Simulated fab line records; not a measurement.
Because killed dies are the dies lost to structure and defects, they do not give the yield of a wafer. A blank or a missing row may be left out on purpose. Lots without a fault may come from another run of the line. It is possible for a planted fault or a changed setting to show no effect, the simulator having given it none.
Chamber matching    flow n5 finfet    N5_HKMG_FIN_CVD_62 on thermal cvd si-01: 3 sister chambers
The step deposits a-Si from Si2H6, target thk 3 nm, time 20.8 s. 3 wafers are shown with their chamber, then 12 later ones without.

== WAFERS WITH THEIR CHAMBER ==
wafer   chamber  heater power w (W)
L087.1  0        1669
L089.3  2        1675
L089.5  1        1676

== WAFERS WITHOUT THEIR CHAMBER ==
wafer   heater power w (W)
L091.1  1684
L091.4  1707
L091.6  1631
L093.1  1657
L093.3  1635
L093.5  1664
L095.2  1693
L095.4  1658
L095.5  1648
L097.1  1669
L097.3  1741
L097.4  1681

== EACH ONE'S CHAMBER ==
wafer   from the rows above           in truth
L091.1  can't be placed: 1 or 2 or 0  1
L091.4  can't be placed: 1 or 2 or 0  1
L091.6  can't be placed: 0 or 2 or 1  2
L093.1  can't be placed: 0 or 2 or 1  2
L093.3  can't be placed: 0 or 2 or 1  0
L093.5  can't be placed: 0 or 2 or 1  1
L095.2  can't be placed: 1 or 2 or 0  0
L095.4  can't be placed: 0 or 2 or 1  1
L095.5  can't be placed: 0 or 2 or 1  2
L097.1  can't be placed: 0 or 2 or 1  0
L097.3  can't be placed: 1 or 2 or 0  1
L097.4  can't be placed: 1 or 2 or 0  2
Correctly placed: 0 of 12. Unplaceable from these rows: 12, with the true chamber sitting among the candidates in 12. 0 placed wrongly.
How it was worked out, from the rows above alone: a wafer's distance from a chamber is the root of the sum, over the readings, of the square of ((its reading less the chamber's mean) divided by the reading's scatter). The wafer belongs to the nearest chamber; if the next one is less than 2 further off, it can't be placed. Each chamber's mean is taken over the wafers shown for it. The scatter (one wafer shown for each chamber): square how far every hidden wafer sits from the nearest shown wafer, average those squares and take the square root.
